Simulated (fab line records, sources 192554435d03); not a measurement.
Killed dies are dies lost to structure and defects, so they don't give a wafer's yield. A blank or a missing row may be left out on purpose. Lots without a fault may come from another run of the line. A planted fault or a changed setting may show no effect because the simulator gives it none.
One fault seen from 2 desks | flow n5_finfet | each desk has only its own numbers; what lay behind them comes last

THE TOOL OWNER'S DESK: pecvd-02
The tool's own readings at N5_BEOL_M3_DEP_57 (deposits SiCN from 3MS/NH3, target thk 8 nm, time 14 s): means of the sampled wafers that have a number, for each lot that ran on this tool. A lot is out of limits, marked OUT, if its mean lies more than 4 standard deviations from the usual mean; the brackets give that distance.
Columns: A = chamber_pressure_Torr at N5_BEOL_M3_DEP_57, usual 3.001 Torr; B = showerhead_plenum_p_Torr at N5_BEOL_M3_DEP_57, usual 3.663 Torr; C = throttle_valve_pct at N5_BEOL_M3_DEP_57, usual 9.0 %
lot  | first seen here | A     | B     | C
L723 | day 11 08:56    | 3.003 | 3.651 | 9.1
L730 | day 12 05:34    | 3.008 | 3.663 | 9.3
This desk's finding: nothing out of limits on any of the 2 lots.

THE METROLOGY DESK
What the gauges read, lot by lot, whatever tool the lot ran on: means of the sampled wafers that have a number. A lot is out of limits, marked OUT, if its mean lies more than 4 standard deviations from the usual mean; the brackets give that distance. Of its 12 readings 7 are shown: those that lie furthest out on some lot.
Columns: A = M3_THK at N5_BEOL_M3_THK_MEAS_53, usual 40.7 nm; B = M3_RS at N5_BEOL_M3_RS_MEAS_58, usual 0.66 ohm/sq; C = IOFF_P at N5_BEOL_M4_RC_MEAS_101, usual 0.22 nA/um; D = SS_N at N5_BEOL_M4_RC_MEAS_101, usual 71.6 mV/dec; E = SS_P at N5_BEOL_M4_RC_MEAS_101, usual 73.4 mV/dec; F = VT_N at N5_BEOL_M4_RC_MEAS_101, usual 250 mV; G = VT_P at N5_BEOL_M4_RC_MEAS_101, usual -250 mV
lot  | first seen here | A    | B    | C    | D    | E    | F   | G
L710 | day 7 07:31     | 40.8 | 0.66 | 0.22 | 72.2 | 73.2 | 249 | -250
L712 | day 7 14:31     | 40.8 | 0.65 | 0.24 | 71.8 | 73.9 | 249 | -247
L717 | day 9 04:47     | 39.0 | 0.70 | 0.18 | 71.0 | 72.6 | 253 | -253
L723 | day 11 08:44    | 40.0 | 0.66 | 0.16 | 71.1 | 72.5 | 254 | -255
L730 | day 12 05:23    | 40.8 | 0.65 | 0.26 | 72.0 | 73.8 | 248 | -246
This desk's finding: nothing out of limits on any of the 5 lots.

PUT TOGETHER
The tool owner's desk saw nothing out of limits.
The metrology desk saw nothing out of limits.

WHAT THE SIMULATOR HAD PUT IN
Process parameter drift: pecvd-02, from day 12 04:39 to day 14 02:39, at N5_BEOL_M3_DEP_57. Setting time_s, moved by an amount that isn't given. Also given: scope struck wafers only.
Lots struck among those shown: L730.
